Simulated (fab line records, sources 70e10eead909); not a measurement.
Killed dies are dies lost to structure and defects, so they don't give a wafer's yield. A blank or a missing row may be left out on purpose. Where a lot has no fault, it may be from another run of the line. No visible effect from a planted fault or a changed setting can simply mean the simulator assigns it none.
Struck lot and sound lot, side by side / flow nand-harc / 26 out of 1302 route steps
Sound: these wafers, L449.2, L449.4, L449.6. Wafers L443.1, L443.4, L443.6 were the ones struck. The cause is given at the end.
At each step with rows: each side's tool, then ch and its chambers, then its first start. Under that, the readings that differ: sound wafers / struck wafers / difference of the means / sigmas: that difference in standard deviations of wafers without a fault.
alike: a reading whose means differ by less than 2 such deviations, as well as words and numbers matching on both sides. not compared: withheld readings; readings where some wafer has no value; bounds like >300 that might hide an equal value; numbers whose values overlap and for which the record gives no deviation.
A row with sigmas, a row that says differs or no value, or rows on one side alone: a step with any of these is where the two part. Numbers that don't overlap but have no deviation are shown without sigmas and don't part them. A reading that every wafer of one side lacks parts them only if that side has two wafers or more.

first, 7 steps without rows for these wafers: NHARC_A_M0_COAT_33 (time 65 s); NHARC_A_M0_COAT_03 (resist thk 90 nm); NHARC_A_M0_SOFTBAKE_04 (time 55 s); NHARC_A_M0_EBR_05; NHARC_A_M0_EXPOSE_06 (exposes mask A M0, target cd 80 nm); NHARC_A_M0_PEB_07 (peb time 65 s); NHARC_A_M0_DEVELOP_08 (develop time 35 s).
NHARC_A_M0_CD_MEAS_09 targets a cd of 80 nm.
  sound on cd-sem-03 ch 0, day 28 18:31; struck on cd-sem-03 ch 0, day 27 12:17
  alike: cd-nm
NHARC_A_M0_OVL_MEAS_10: pitch 160 nm.
  struck on overlay-02, day 27 12:22; sound on overlay-02, day 28 18:36
reading=overlay-x-nm (nm); sound=-0.8 -0.3 -0.8; struck=1.0 1.4 0.4; difference=+1.6; sigmas=+2
  alike: overlay-y-nm
NHARC_A_M0_INSPECT_11:
  struck on defect-inspect-01, day 27 12:24; sound on defect-inspect-02, day 28 18:38
  alike: raw-defect-count
NHARC_A_M0_DESCUM_14: chemistry O2, time 3 s.
  sound on rie-diel-10 ch 1,2, day 28 18:42; struck on rie-diel-12 ch 0,2,3, day 27 12:28
  alike: drypump-motor-current-A, oes-product-au, rf-vpp-V, showerhead-plenum-p-Torr, throttle-valve-pct
  not compared: rf-hours-counter-h
then, 1 step without rows for these wafers: NHARC_A_M0_ETCH_34 (etches the open film in N2/H2, target depth 40 nm, overetch 12 nm, time 43.94 s).
NHARC_A_M0_ETCH_15: etches the open film in C4F8/Ar, target depth 150 nm, overetch 15 nm, time 82.5 s.
  sound on rie-diel-10 ch 1,2,3, day 28 18:53; struck on rie-diel-12 ch 1,2,3, day 27 12:39
  alike: oes-product-au, rf-vpp-V
  not compared: rf-hours-counter-h
NHARC_A_M0_CD_MEAS_16:
  struck on cd-sem-03, day 27 12:46; sound on cd-sem-02, day 28 19:00
  alike: cd-nm
NHARC_A_M0_STRIP_18: strips in N2/H2.
  sound on rie-diel-12 ch 0,1,3, day 28 19:06; struck on rie-diel-10 ch 0,2,3, day 27 12:52
  alike: drypump-motor-current-A, oes-product-au, rf-vpp-V, showerhead-plenum-p-Torr, throttle-valve-pct
  not compared: rf-hours-counter-h
then, 3 steps without rows for these wafers: NHARC_A_M0_STRIP_19 (strips in post etch residue remover, time 600 s); NHARC_A_M0_DEGAS_28 (time 60 s); NHARC_A_M0_PRE_CLEAN_29 (time 30 s).
NHARC_A_M0_PVD_20: deposits TaN, target thk 5 nm, time 8.06 s.
  sound on pvd-sputter-03; struck on pvd-sputter-02
  alike: substrate-temp-c, throttle-valve-pct
NHARC_A_M0_PVD_21: deposits Cu, target thk 30 nm, time 20.49 s.
  sound on pvd-sputter-03; struck on pvd-sputter-02
reading=substrate-temp-c (C); sound=30.25 30.16 30.00; struck=30.03 29.93 29.78; difference=-0.22; sigmas=-2
  alike: throttle-valve-pct
then, 2 steps without rows for these wafers: NHARC_A_M0_ECD_22 (material Cu, target thk 400 nm); NHARC_A_M0_ANNEAL_30 (time 90 s).
NHARC_A_M0_CMP_23: polishes, t overpolish 20 s, target thk 113.75 nm.
  sound on cmp-04 ch 0,1,2, day 28 20:47; struck on cmp-01 ch 1,2,3, day 27 14:32
  alike: edge-zone-pressure-frac, motor-current-A, slurry-flow-ml-min, time-to-endpoint-s
NHARC_A_M0_THK_MEAS_24: measures by xrf.
  struck on film-metro-01, day 27 14:48; sound on film-metro-02, day 28 21:02
  alike: thk-nm
following that, these wafers have no rows for 1 step: NHARC_A_M0_SRD_25.
-- jump in the record: it breaks off in module A_M0 and resumes in module END (first step shown: number 1302 of the route), and 3 days separate the struck wafers' starts before and after --
NHARC_END_SORT_01:
  sound on prober-01 ch 0, day 30 11:11; struck on prober-02 ch 0, day 30 10:39
reading=defect-limited-yield (%); sound=90.8 89.8 88.2; struck=71.8 86.9 74.6; difference=-11.8; sigmas=-5
reading=killed-at-array; sound=60 68 79; struck=187 86 172; difference=+79; sigmas=+4
reading=killed-dies; sound=62 69 80; struck=191 89 172; difference=+80; sigmas=+4
  alike: killed-at-other, killed-at-periphery, killed-open, killed-short

## WHERE THEY PART
First at NHARC_A_M0_OVL_MEAS_10; last, within this record, at NHARC_END_SORT_01.

WHY: what the simulator had put in
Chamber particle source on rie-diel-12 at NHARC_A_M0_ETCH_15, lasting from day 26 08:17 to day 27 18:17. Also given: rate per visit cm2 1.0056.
